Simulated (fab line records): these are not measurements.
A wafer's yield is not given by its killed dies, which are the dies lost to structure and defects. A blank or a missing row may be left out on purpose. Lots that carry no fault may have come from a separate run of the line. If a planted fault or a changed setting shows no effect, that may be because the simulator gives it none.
Matching of chambers -- flow nand_harc -- rie_diel-04 running NHARC_A_STAIRCASE_DESCUM_252: 4 sister chambers
The step chemistry O2, time 3 s. 14 wafers are shown with their chamber, then 7 later ones without.

== WAFERS WITH THEIR CHAMBER ==
wafer,chamber,showerhead_plenum_p_Torr (Torr),drypump_motor_current_A (A),oes_product_au (a.u.)
L076.2,3,1.82,6.2,1.002
L076.3,0,2.03,5.7,1.035
L076.5,0,2.03,5.7,1.023
L079.3,2,1.78,5.6,0.979
L079.5,0,2.03,5.7,1.026
L079.6,3,1.82,6.1,1.007
L083.1,2,1.78,5.6,0.984
L083.3,1,1.88,5.4,0.986
L083.4,0,2.03,5.7,1.006
L086.1,3,1.81,6.2,0.998
L086.5,0,2.02,5.7,1.011
L086.6,3,1.81,6.2,1.010
L091.3,1,1.88,5.4,0.990
L091.5,0,2.02,5.8,1.030

SIGNATURES (averages over the wafers above)
reading,chamber 0,chamber 1,chamber 2,chamber 3,scatter within a chamber
showerhead_plenum_p_Torr,2.0267,1.8800,1.7800,1.8150,0.00483
drypump_motor_current_A,5.717,5.400,5.600,6.175,0.0398
oes_product_au,1.02183,0.98800,0.98150,1.00425,0.00856
Rule: for a wafer and a chamber, the distance is found by dividing, reading by reading, the gap between the wafer's reading and the chamber's mean by the reading's scatter, squaring, summing and taking the root. If the next closest chamber is less than 2 further off than the closest, the wafer can't be placed; otherwise it belongs to the closest. The scatter: take each reading less its chamber's mean, square it, sum over the shown wafers, divide by the number of wafers less the number of chambers, and take the root.

== WAFERS WITHOUT THEIR CHAMBER ==
wafer,showerhead_plenum_p_Torr (Torr),drypump_motor_current_A (A),oes_product_au (a.u.)
L091.6,1.81,6.2,1.004
L096.1,1.80,6.2,1.005
L096.2,2.01,5.7,1.034
L096.3,1.87,5.4,0.979
L097.2,2.07,5.6,1.004
L097.4,1.80,6.2,1.005
L097.6,2.07,5.6,0.993

== CHAMBER TAKEN BY EACH ==
wafer,from the rows above,in truth
L091.6,3,3
L096.1,3,3
L096.2,0,0
L096.3,1,1
L097.2,0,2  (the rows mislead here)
L097.4,3,3
L097.6,0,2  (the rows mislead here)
Correctly placed: 5 of 7. Left unplaced by these rows: 0. Wrongly placed: 2.
